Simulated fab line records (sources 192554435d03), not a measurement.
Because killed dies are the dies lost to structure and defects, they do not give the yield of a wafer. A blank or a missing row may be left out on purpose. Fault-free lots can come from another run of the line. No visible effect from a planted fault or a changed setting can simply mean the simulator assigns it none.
A lot that was struck, set against a sound lot + flow n5_finfet + 38 out of 1938 route steps
Sound: the wafers L597.1, L597.5, L597.6. The struck wafers were L587.1, L587.2, L587.4. The cause is named last.
Order at every step that has rows: each side's tool, ch and its chambers, its first start. Under that, the readings that differ: sound wafers + struck wafers + difference of the means + sigmas: that difference in standard deviations of wafers without a fault.
alike: readings with means less than 2 such deviations apart, plus words and numbers identical on both sides. not compared: withheld readings, readings lacking a value on some wafer, bounds such as >300 that could conceal the same value, and numbers that have no deviation in the record and whose values overlap.
Wherever a step has rows on one side only, a row that says differs or no value, or a row with sigmas, the two part there. Non-overlapping numbers with no deviation appear without sigmas and do not part them. A reading that every wafer of one side lacks parts them only if that side has two wafers or more.

first, 11 steps without rows for these wafers: N5_BEOL_M10_CURE_72 (cures SiCOH lowk, time 120 s); N5_BEOL_M10_DEGAS_44 (time 60 s); N5_BEOL_M10_PRE_CLEAN_45 (time 30 s); N5_BEOL_M10_ALD_74 (deposits TaN, target thk 2 nm, pulse time 2 s, purge time 3 s); N5_BEOL_M10_SURFACE_TREAT_76; N5_BEOL_M10_CVD_75 (deposits Co from CCTBA/H2, target thk 2 nm, time 138.9 s); N5_BEOL_M10_SPUTTER_48 (material Cu, target thk 12 nm, time 2 s); N5_BEOL_M10_ECD_50 (material Cu, target thk 318 nm); N5_BEOL_M10_ANNEAL_51 (time 90 s); N5_BEOL_M10_CMP_52 (polishes, stops on SiCOH lowk, t overpolish 7 s, target thk 140 nm); N5_BEOL_M10_PRE_CLEAN_55 (time 15 s).
N5_BEOL_M10_DEP_56: deposits SiCN from 3MS/NH3, target thk 15 nm, time 26.5 s.
  sound on pecvd-04 ch 0,2, day 15 09:46; struck on pecvd-03 ch 0,2, day 12 22:30
  alike: chamber_pressure_Torr, showerhead_plenum_p_Torr, throttle_valve_pct
  not compared: since_wet_clean_h
N5_BEOL_M10_INSPECT_58: inspects for defects (darkfield).
  sound on defect_inspect-02, day 15 09:52; struck on defect_inspect-02, day 12 22:36
| reading          | sound    | struck      | difference | sigmas |
|------------------|----------|-------------|------------|--------|
| raw_defect_count | 83 49 59 | 722 724 723 | +659       | +29    |
then, 12 steps without rows for these wafers: N5_BEOL_M11_ILD_DEP_00 (deposits SiCOH lowk from DEMS/porogen, target thk 308.51 nm, time 58 s); N5_BEOL_M11_CURE_71 (cures SiCOH lowk, time 240 s); N5_BEOL_M11_PECVD_70 (deposits SiO2 from TEOS/O2, target thk 20 nm, time 22.7 s); N5_BEOL_M11_HM_DEP_02 (deposits TiN, target thk 20 nm); N5_BEOL_M11_COAT_59 (time 60 s, resist thk 100 nm); N5_BEOL_M11_COAT_60 (time 60 s, resist thk 30 nm); N5_BEOL_M11_COAT_05 (resist thk 90 nm); N5_BEOL_M11_EBR_07; N5_BEOL_M11_SOFTBAKE_06 (time 60 s); N5_BEOL_M11_EXPOSE_08 (exposes mask M11); N5_BEOL_M11_PEB_09 (peb time 60 s); N5_BEOL_M11_DEVELOP_10 (develop time 30 s).
N5_BEOL_M11_INSPECT_13: inspects for defects (brightfield).
  sound on defect_inspect-01, day 15 11:20; struck on defect_inspect-02, day 13 00:49
| reading          | sound       | struck         | difference | sigmas |
|------------------|-------------|----------------|------------|--------|
| raw_defect_count | 365 370 367 | 1012 1023 1006 | +646       | +6     |
then, 10 steps without rows for these wafers: N5_BEOL_M11_DESCUM_16 (chemistry O2, time 7.9 s); N5_BEOL_M11_ETCH_61 (etches SiARC in CF4, target depth 39 nm, time 65 s); N5_BEOL_M11_ETCH_62 (etches SOC in N2/H2, target depth 110 nm, overetch 22 nm, time 165 s); N5_BEOL_M11_STRIP_68 (strips in N2/H2); N5_BEOL_M11_STRIP_67 (strips in CF4); N5_BEOL_M11_HM_OPEN_17 (chemistry Cl2/BCl3, target TiN, target depth 20 nm, overetch 6 nm); N5_BEOL_M11_STRIP_19 (strips in O2); N5_BEOL_M11_COAT_63 (time 60 s, resist thk 100 nm); N5_BEOL_M11_COAT_64 (time 60 s, resist thk 30 nm); N5_BEOL_M11_COAT_22 (resist thk 90 nm).
N5_BEOL_M11_INSPECT_30: inspects for defects (brightfield).
  sound on defect_inspect-02, day 15 13:00; struck on defect_inspect-02, day 13 04:19
| reading          | sound       | struck        | difference | sigmas |
|------------------|-------------|---------------|------------|--------|
| raw_defect_count | 329 342 331 | 986 1037 1007 | +676       | +6     |
N5_PASSIVATION_PROBE_49:
  the record has rows for the struck wafers here (prober-02, day 14 23:21) and none for the sound ones

== WHERE THEY PART ==
First at N5_BEOL_M10_INSPECT_58; last, within this record, at N5_PASSIVATION_PROBE_49.

WHY: the cause the simulator had injected
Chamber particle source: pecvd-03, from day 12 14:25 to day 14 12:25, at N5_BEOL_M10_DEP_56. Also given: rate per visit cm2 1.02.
